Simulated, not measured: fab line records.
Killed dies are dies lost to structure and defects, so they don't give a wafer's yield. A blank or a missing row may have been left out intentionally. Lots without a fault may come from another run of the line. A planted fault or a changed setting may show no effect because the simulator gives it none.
Struck lot and sound lot, side by side	flow nand-harc	43 steps out of a route of 1159
Sound: these wafers, L969.2, L969.3, L969.5. Wafers L985.2, L985.3, L985.5 were the ones struck. The cause is given at the end.
At each step with rows: each side's tool, then ch and its chambers, then its first start. Under that, the readings that differ: sound wafers	struck wafers	difference of the means	sigmas: that difference in standard deviations of wafers without a fault.
alike: words and numbers the same on both sides, and readings whose means are apart by under 2 such deviations; not compared: readings that were withheld, readings missing a value for some wafer, numbers with overlapping values and no deviation given by the record, and bounds like >300 which may hide the same value.
A row with sigmas, a row that says differs or no value, or rows on one side alone: a step with any of these is where the two part. Numbers that have no deviation but don't overlap get no sigmas and don't part them. A reading missing from all wafers of one side parts the sides only when that side holds two or more wafers.

first, 2 steps without rows for these wafers: NHARC_THIN_TSV_PEB_10 (peb time 85 s); NHARC_THIN_TSV_DEVELOP_11 (time 70 s).
NHARC_THIN_TSV_CD_MEAS_12: target cd 1000 nm.
  sound on cd-sem-01 ch 0, day 18 17:08; struck on cd-sem-01 ch 0, day 22 04:47
  alike: cd-nm
then, 4 steps without rows for these wafers: NHARC_THIN_TSV_HARDBAKE_13 (time 80 s); NHARC_THIN_TSV_DESCUM_14 (chemistry O2, time 3 s); NHARC_THIN_TSV_ETCH_44 (etches the open film in CF4/O2, target depth 1594.2 nm, time 797.1 s); NHARC_THIN_TSV_ETCH_15 (target depth 3000 nm, bosch target overetch cycles 2, bosch etch step 2.8 s).
NHARC_THIN_TSV_CD_MEAS_16:
  sound on cd-sem-01, day 18 18:14; struck on cd-sem-03, day 22 05:46
  alike: cd-nm
NHARC_THIN_TSV_STRIP_45: strips in O2.
  sound on plasma-asher-01 ch 0,1, day 18 18:21; struck on plasma-asher-01 ch 0,1, day 22 05:53
  alike: drypump-motor-current-A, heater-power-w
  not compared: rf-hours-counter-h
then, 1 step without rows for these wafers: NHARC_THIN_TSV_STRIP_46 (strips in post etch residue remover, time 1200 s).
NHARC_THIN_TSV_DEP_47: deposits SiO2, target thk 200 nm.
  sound on pecvd-04 ch 0,1, day 18 19:06; struck on pecvd-01 ch 0,2, day 22 06:41
  alike: mfc-precursor-sccm, throttle-valve-pct
then, 1 step without rows for these wafers: NHARC_THIN_TSV_ETCHBACK_48 (etches the open film in C4F8/Ar, target depth 1028.5 nm, time 405.17 s).
NHARC_THIN_TSV_STRIP_62: strips in N2/H2, time 20 s.
  sound on plasma-asher-01 ch 0,1, day 18 20:12; struck on plasma-asher-02 ch 0,1, day 22 07:25
  alike: drypump-motor-current-A, heater-power-w
  not compared: rf-hours-counter-h
then, 3 steps without rows for these wafers: NHARC_THIN_TSV_DEGAS_49 (time 120 s); NHARC_THIN_TSV_PRE_CLEAN_50 (time 30 s); NHARC_THIN_TSV_PVD_19 (deposits TaN, target thk 20 nm).
NHARC_THIN_TSV_PVD_51: deposits Cu, target thk 100 nm.
  sound on pvd-sputter-02; struck on pvd-sputter-01
  alike: throttle-valve-pct
then, 16 steps without rows for these wafers: NHARC_THIN_TSV_ECD_20 (material Cu, target thk 2000 nm); NHARC_THIN_TSV_ANNEAL_52 (time 90 s); NHARC_THIN_TSV_CMP_21 (polishes, t overpolish 30 s, target thk 2000 nm); NHARC_THIN_TSV_SRD_23; NHARC_THIN_TSV_DEGAS_53 (time 60 s); NHARC_THIN_TSV_PRE_CLEAN_54 (time 30 s); NHARC_THIN_TSV_PVD_55 (deposits TiN, target thk 50 nm); NHARC_THIN_TSV_PVD_24 (deposits Al, target thk 800 nm); NHARC_THIN_TSV_DEHYDRATE_25 (time 120 s); NHARC_THIN_TSV_HMDS_26 (time 30 s); NHARC_THIN_TSV_COAT_27; NHARC_THIN_TSV_SOFTBAKE_28 (time 95 s); NHARC_THIN_TSV_EBR_29; NHARC_THIN_TSV_EXPOSE_30 (exposes mask PAD); NHARC_THIN_TSV_PEB_31 (peb time 85 s); NHARC_THIN_TSV_DEVELOP_32 (time 70 s).
NHARC_THIN_TSV_CD_MEAS_33: target cd 5000 nm.
  sound on cd-sem-01 ch 0, day 18 23:32; struck on cd-sem-03 ch 0, day 22 10:45
  alike: cd-nm
then, 2 steps without rows for these wafers: NHARC_THIN_TSV_HARDBAKE_34 (time 80 s); NHARC_THIN_TSV_DESCUM_35 (chemistry O2, time 3 s).
NHARC_THIN_TSV_ETCH_59: etches the open film in Cl2/BCl3, target depth 880 nm, time 138.1 s.
  sound on rie-metal-02 ch 0,1, day 18 23:52; struck on rie-metal-03 ch 1, day 22 11:03
  alike: drypump-motor-current-A, he-backside-leak-sccm, oes-product-au, throttle-valve-pct
  not compared: rf-hours-counter-h
then, 1 step without rows for these wafers: NHARC_THIN_TSV_ETCH_36 (etches the open film in Cl2/BCl3, target depth 65 nm, time 18.571 s).
NHARC_THIN_TSV_STRIP_56: strips in O2.
  sound on plasma-asher-01 ch 0,1, day 19 00:14; struck on plasma-asher-01 ch 0,1, day 22 11:25
  alike: drypump-motor-current-A, heater-power-w
  not compared: rf-hours-counter-h
then, 1 step without rows for these wafers: NHARC_THIN_TSV_STRIP_57 (strips in post etch residue remover, time 1200 s).
NHARC_THIN_TSV_CD_MEAS_37:
  sound on cd-sem-02, day 19 01:00; struck on cd-sem-03, day 22 12:13
  alike: cd-nm
NHARC_END_WLT_00:
  sound on prober-02, day 19 06:26; struck on prober-01, day 22 21:14
reading	sound	struck	difference	sigmas
hold	- - -	await-dispo/2.6h/release await-dispo/2.6h/release await-dispo/2.6h/release	no value on the sound wafers	
  alike: VT_DECK1_BOTTOM, VT_DECK1_BOTTOM_INNER, VT_DECK1_MEDIAN_NEAR_BOTTOM, VT_DECK1_MEDIAN_NEAR_BOTTOM_INNER, VT_DECK1_MIDDLE, VT_DECK1_MIDDLE_INNER, VT_DECK1_TOP, VT_DECK1_TOP_INNER
NHARC_END_SORT_01:
  sound on prober-02 ch 0, day 19 09:43; struck on prober-01 ch 0, day 23 00:31
reading	sound	struck	difference	sigmas
hold	- - -	await-dispo/3.1h/release await-dispo/3.1h/release await-dispo/3.1h/release	no value on the sound wafers	
defect-limited-yield (%)	95.4 95.6 96.8	82.9 81.8 85.1	-12.7	-8
killed-at-other	0 0 0	89 90 65	+81	+81
killed-dies	31 30 22	116 123 101	+86	+9
sort_bin_2_pct (%)	1.2 1.5 1.2	6.6 7.5 6.2	+5.5	+10
sort_bin_3_pct (%)	0.15 0 0	3.84 3.69 2.81	+3.40	+17
sort_bin_4_pct (%)	3.2 3.0 2.1	6.6 6.9 5.9	+3.7	+4
sort-n-pass	646 647 655	561 554 576	-86	-9
sort-yield-pct (%)	95.4 95.6 96.8	82.9 81.8 85.1	-12.7	-8
  alike: killed-at-array, killed-at-periphery, killed-open, killed-short, sort-rim-yield-pct

== WHERE THEY PART ==
First at NHARC_END_WLT_00; last, within this record, at NHARC_END_SORT_01.

WHY: the cause the simulator had injected
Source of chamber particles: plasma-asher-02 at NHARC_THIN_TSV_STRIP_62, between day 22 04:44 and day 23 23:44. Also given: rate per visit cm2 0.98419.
